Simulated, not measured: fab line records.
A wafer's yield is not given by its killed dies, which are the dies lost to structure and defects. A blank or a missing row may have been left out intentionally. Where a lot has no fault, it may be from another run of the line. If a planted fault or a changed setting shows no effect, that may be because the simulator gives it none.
Split-lot experiment ; flow n5 finfet ; route with 1938 steps; 7 lots, 21 wafers read

## ABOUT THE SPLIT
At N5_BEOL_M5_HM_DEP_02 (deposits TiN, target thk 20 nm), the setting target thk a was moved away from the recipe's 200 angstrom on 8 of the 21 wafers read, by -12.3% to +11.7%. This setting was run at the recipe's value on the other wafers.

The reading comes from the split's own step.

## THE READING
TiN_of_BEOL_M5_HM_DEP_02.thk nm (the simulator's own value, which no gauge read), in nm, at N5_BEOL_M5_HM_DEP_02 (deposits TiN, target thk 20 nm). There is no usual value for it anywhere in the file. Here, 13 wafers ran the recipe; their average is 20.2 nm with a standard deviation of 0.15 nm.

wafer;tool, chamber at the split;target thk a as run, angstrom;against the recipe;TiN_of_BEOL_M5_HM_DEP_02.thk nm, nm;against lot-mates on the recipe
L075.1;pvd sputter-02, -;200;recipe;20.2;-
L075.4;pvd sputter-02, -;200;recipe;20.2;-
L075.3;pvd sputter-02, -;175.5;-12.3%;17.8;-2.4
L076.1;pvd sputter-02, -;175.8;-12.1%;17.4;no lot-mate on the recipe
L076.6;pvd sputter-02, -;175.8;-12.1%;17.4;no lot-mate on the recipe
L076.2;pvd sputter-02, -;175.8;-12.1%;17.8;no lot-mate on the recipe
L081.1;pvd sputter-03, -;181.6;-9.2%;18;-2.1
L081.3;pvd sputter-03, -;200;recipe;20;-
L081.6;pvd sputter-03, -;200;recipe;20.2;-
L083.1;pvd sputter-02, -;200;recipe;20.2;-
L083.3;pvd sputter-02, -;200;recipe;20;-
L083.4;pvd sputter-02, -;200;recipe;20;-
L086.1;pvd sputter-01, -;200;recipe;20.4;-
L086.3;pvd sputter-01, -;200;recipe;20.2;-
L086.5;pvd sputter-01, -;189.1;-5.4%;19.2;-1.1
L096.2;pvd sputter-01, -;223.5;+11.7%;22.6;+2.6
L096.3;pvd sputter-01, -;200;recipe;20;-
L096.6;pvd sputter-01, -;200;recipe;20;-
L095.2;pvd sputter-02, -;175.7;-12.2%;17.8;-2.6
L095.5;pvd sputter-02, -;200;recipe;20.4;-
L095.6;pvd sputter-02, -;200;recipe;20.4;-

FIT RESULTS
A straight line over all 21 wafers: TiN_of_BEOL_M5_HM_DEP_02.thk nm changes by +0.209 nm for each +1% of target thk a; r = +0.99; the points scatter about the line by 0.18 nm.
The same after taking each lot's own level away (the mean of its wafers on the recipe; 18 wafers): +0.213 nm for each +1%; r = +1.00; scatter 0.094 nm.
According to that fit, moving target thk a by its largest amount changes the reading by 2.6 nm.
The span of the lots' own levels, 20.00 to 20.40 nm, comes to 2.6 times the standard deviation stated above.
The two slopes agree, so the slope changes little with the lot-to-lot level.
Check: with one of the wafers moved furthest among these (-12.3%) left out of the fit, the line predicts -2.68 nm for it against its lot-mates. It came out at -2.4 nm against them.

## OTHER SPLITS APPLIED TO THESE WAFERS
These wafers also went through other splits before the reading. Each is held against what the fit with the lots' levels taken away leaves over:
other split on the same wafers;wafers away from the commonest value;r with TiN_of_BEOL_M5_HM_DEP_02.thk nm (lot level and that fit taken away)
N5_BEOL_M3_ETCH_64 time s;7;+0.18
N5_BEOL_M3_COAT_67 spin rpm;6;+0.19
N5_BEOL_M3_TRENCH_ETCH_37 time s;9;+0.07
N5_BEOL_M3_ETCH_41 target depth a;6;+0.11
N5_BEOL_M4_COAT_67 spin rpm;7;+0.13
N5_BEOL_M4_DESCUM_33 time s;5;+0.34

## THE FILE'S OWN FIT
TiN_of_BEOL_M5_HM_DEP_02.thk nm changes by +0.212 nm for each +1% of target thk a, r = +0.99.
